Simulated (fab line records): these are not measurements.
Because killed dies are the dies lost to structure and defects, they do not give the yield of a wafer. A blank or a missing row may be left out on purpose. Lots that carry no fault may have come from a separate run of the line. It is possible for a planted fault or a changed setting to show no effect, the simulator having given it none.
Chamber matching | flow n5-finfet | rie-diel-02 running N5_MOL_CONTACT_COAG_ETCHBACK_134: 4 sister chambers
The step etches SiO2 in CHF3, target depth 10 nm, time 6.7 s. 4 wafers are shown with their chamber, then 9 later ones without.

== WAFERS WITH THEIR CHAMBER ==
wafer  | chamber | showerhead-plenum-p-Torr (Torr)
L087.3 | 2       | 2.53
L092.1 | 3       | 2.40
L092.3 | 0       | 2.27
L092.4 | 1       | 2.40

== WAFERS WITH NO CHAMBER GIVEN ==
wafer  | showerhead-plenum-p-Torr (Torr)
L094.1 | 2.40
L094.3 | 2.52
L094.5 | 2.40
L095.4 | 2.40
L095.5 | 2.40
L095.6 | 2.27
L097.2 | 2.40
L097.3 | 2.40
L097.5 | 2.40

== WHICH CHAMBER EACH ONE RAN IN ==
wafer  | from the rows above     | in truth
L094.1 | can't be placed: 1 or 3 | 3
L094.3 | 2                       | 2
L094.5 | can't be placed: 1 or 3 | 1
L095.4 | can't be placed: 1 or 3 | 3
L095.5 | can't be placed: 1 or 3 | 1
L095.6 | 0                       | 0
L097.2 | can't be placed: 1 or 3 | 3
L097.3 | can't be placed: 1 or 3 | 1
L097.5 | can't be placed: 1 or 3 | 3
2 of 9 placed correctly. From these rows, 7 cannot be placed; in 7 the true chamber is one of the candidates. Placed wrongly: 0.
How it was worked out, from the rows above alone: a wafer's distance from a chamber is the root of the sum, over the readings, of the square of ((its reading less the chamber's mean) divided by the reading's scatter). The wafer belongs to the nearest chamber; if the next one is less than 2 further off, it can't be placed. A chamber's mean is the mean of its shown wafers. The scatter: root of mean squared gap, hidden wafer to nearest shown wafer, with one shown wafer a chamber.
